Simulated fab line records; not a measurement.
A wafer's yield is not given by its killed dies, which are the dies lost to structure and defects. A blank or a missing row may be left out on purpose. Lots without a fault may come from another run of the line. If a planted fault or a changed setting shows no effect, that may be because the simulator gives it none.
Matching of chambers || flow nandHarc || 4 sister chambers for NHARC_A_CHANNEL_FILL_D1_STRIP_28 on rieDiel-01
The step strips in O2, time 20 s. 20 wafers are shown with their chamber, then 10 later ones without.

WAFERS, EACH WITH ITS CHAMBER
{"wafer": "L074.3", "chamber": 2, "drypumpMotorCurrentA (A)": 6.1, "showerheadPlenumPTorr (Torr)": 3.63, "oesProductAu (a.u.)": 1.000}
{"wafer": "L074.4", "chamber": 3, "drypumpMotorCurrentA (A)": 6.3, "showerheadPlenumPTorr (Torr)": 3.72, "oesProductAu (a.u.)": 1.008}
{"wafer": "L074.5", "chamber": 0, "drypumpMotorCurrentA (A)": 5.6, "showerheadPlenumPTorr (Torr)": 3.68, "oesProductAu (a.u.)": 1.018}
{"wafer": "L080.1", "chamber": 1, "drypumpMotorCurrentA (A)": 5.2, "showerheadPlenumPTorr (Torr)": 3.64, "oesProductAu (a.u.)": 0.988}
{"wafer": "L080.3", "chamber": 2, "drypumpMotorCurrentA (A)": 6.1, "showerheadPlenumPTorr (Torr)": 3.63, "oesProductAu (a.u.)": 1.001}
{"wafer": "L080.6", "chamber": 1, "drypumpMotorCurrentA (A)": 5.2, "showerheadPlenumPTorr (Torr)": 3.64, "oesProductAu (a.u.)": 0.988}
{"wafer": "L082.1", "chamber": 2, "drypumpMotorCurrentA (A)": 6.1, "showerheadPlenumPTorr (Torr)": 3.63, "oesProductAu (a.u.)": 0.993}
{"wafer": "L082.4", "chamber": 1, "drypumpMotorCurrentA (A)": 5.2, "showerheadPlenumPTorr (Torr)": 3.64, "oesProductAu (a.u.)": 0.994}
{"wafer": "L082.5", "chamber": 2, "drypumpMotorCurrentA (A)": 6.1, "showerheadPlenumPTorr (Torr)": 3.63, "oesProductAu (a.u.)": 0.998}
{"wafer": "L084.1", "chamber": 2, "drypumpMotorCurrentA (A)": 6.1, "showerheadPlenumPTorr (Torr)": 3.63, "oesProductAu (a.u.)": 0.991}
{"wafer": "L084.2", "chamber": 1, "drypumpMotorCurrentA (A)": 5.2, "showerheadPlenumPTorr (Torr)": 3.64, "oesProductAu (a.u.)": 0.992}
{"wafer": "L084.5", "chamber": 2, "drypumpMotorCurrentA (A)": 6.1, "showerheadPlenumPTorr (Torr)": 3.63, "oesProductAu (a.u.)": 0.993}
{"wafer": "L086.2", "chamber": 0, "drypumpMotorCurrentA (A)": 5.6, "showerheadPlenumPTorr (Torr)": 3.68, "oesProductAu (a.u.)": 1.015}
{"wafer": "L086.5", "chamber": 2, "drypumpMotorCurrentA (A)": 6.1, "showerheadPlenumPTorr (Torr)": 3.63, "oesProductAu (a.u.)": 1.017}
{"wafer": "L086.6", "chamber": 3, "drypumpMotorCurrentA (A)": 6.2, "showerheadPlenumPTorr (Torr)": 3.71, "oesProductAu (a.u.)": 1.011}
{"wafer": "L088.3", "chamber": 1, "drypumpMotorCurrentA (A)": 5.2, "showerheadPlenumPTorr (Torr)": 3.64, "oesProductAu (a.u.)": 0.991}
{"wafer": "L088.4", "chamber": 3, "drypumpMotorCurrentA (A)": 6.3, "showerheadPlenumPTorr (Torr)": 3.71, "oesProductAu (a.u.)": 0.997}
{"wafer": "L088.5", "chamber": 3, "drypumpMotorCurrentA (A)": 6.3, "showerheadPlenumPTorr (Torr)": 3.71, "oesProductAu (a.u.)": 1.006}
{"wafer": "L090.1", "chamber": 2, "drypumpMotorCurrentA (A)": 6.1, "showerheadPlenumPTorr (Torr)": 3.63, "oesProductAu (a.u.)": 1.001}
{"wafer": "L090.3", "chamber": 1, "drypumpMotorCurrentA (A)": 5.2, "showerheadPlenumPTorr (Torr)": 3.64, "oesProductAu (a.u.)": 0.992}

SIGNATURES (averages over the wafers above)
{"reading": "drypumpMotorCurrentA", "chamber 0": 5.600, "chamber 1": 5.200, "chamber 2": 6.100, "chamber 3": 6.275, "scatter within a chamber": 0.0217}
{"reading": "showerheadPlenumPTorr", "chamber 0": 3.6800, "chamber 1": 3.6400, "chamber 2": 3.6300, "chamber 3": 3.7125, "scatter within a chamber": 0.00217}
{"reading": "oesProductAu", "chamber 0": 1.01650, "chamber 1": 0.99083, "chamber 2": 0.99925, "chamber 3": 1.00550, "scatter within a chamber": 0.00618}
Rule: for each reading, subtract the chamber's mean from the wafer's reading, divide by that reading's scatter and square the result; add these up over the readings and take the root, which gives the wafer's distance from the chamber. If the next closest chamber is less than 2 further off than the closest, the wafer can't be placed; otherwise it belongs to the closest. How the scatter is found: for the shown wafers, subtract from each reading the mean of its chamber, square and add these, divide the total by (wafers less chambers), then take the root.

WAFERS WITHOUT THEIR CHAMBER
{"wafer": "L090.5", "drypumpMotorCurrentA (A)": 6.1, "showerheadPlenumPTorr (Torr)": 3.63, "oesProductAu (a.u.)": 1.006}
{"wafer": "L091.1", "drypumpMotorCurrentA (A)": 5.6, "showerheadPlenumPTorr (Torr)": 3.68, "oesProductAu (a.u.)": 1.024}
{"wafer": "L091.2", "drypumpMotorCurrentA (A)": 6.1, "showerheadPlenumPTorr (Torr)": 3.63, "oesProductAu (a.u.)": 1.006}
{"wafer": "L091.5", "drypumpMotorCurrentA (A)": 6.3, "showerheadPlenumPTorr (Torr)": 3.71, "oesProductAu (a.u.)": 1.008}
{"wafer": "L093.1", "drypumpMotorCurrentA (A)": 5.2, "showerheadPlenumPTorr (Torr)": 3.64, "oesProductAu (a.u.)": 1.011}
{"wafer": "L093.2", "drypumpMotorCurrentA (A)": 6.2, "showerheadPlenumPTorr (Torr)": 3.71, "oesProductAu (a.u.)": 1.001}
{"wafer": "L093.4", "drypumpMotorCurrentA (A)": 6.1, "showerheadPlenumPTorr (Torr)": 3.63, "oesProductAu (a.u.)": 1.011}
{"wafer": "L097.3", "drypumpMotorCurrentA (A)": 6.3, "showerheadPlenumPTorr (Torr)": 3.71, "oesProductAu (a.u.)": 1.012}
{"wafer": "L097.4", "drypumpMotorCurrentA (A)": 5.6, "showerheadPlenumPTorr (Torr)": 3.68, "oesProductAu (a.u.)": 0.996}
{"wafer": "L097.5", "drypumpMotorCurrentA (A)": 5.6, "showerheadPlenumPTorr (Torr)": 3.68, "oesProductAu (a.u.)": 1.009}

WHICH CHAMBER EACH WENT THROUGH
{"wafer": "L090.5", "from the rows above": 2, "in truth": 2}
{"wafer": "L091.1", "from the rows above": 0, "in truth": 0}
{"wafer": "L091.2", "from the rows above": 2, "in truth": 2}
{"wafer": "L091.5", "from the rows above": 3, "in truth": 3}
{"wafer": "L093.1", "from the rows above": 1, "in truth": 1}
{"wafer": "L093.2", "from the rows above": 3, "in truth": 3}
{"wafer": "L093.4", "from the rows above": 2, "in truth": 2}
{"wafer": "L097.3", "from the rows above": 3, "in truth": 3}
{"wafer": "L097.4", "from the rows above": 0, "in truth": 0}
{"wafer": "L097.5", "from the rows above": 0, "in truth": 0}
Placed correctly: 10 of 10. Not placeable from these rows: 0. Number placed wrongly: 0.
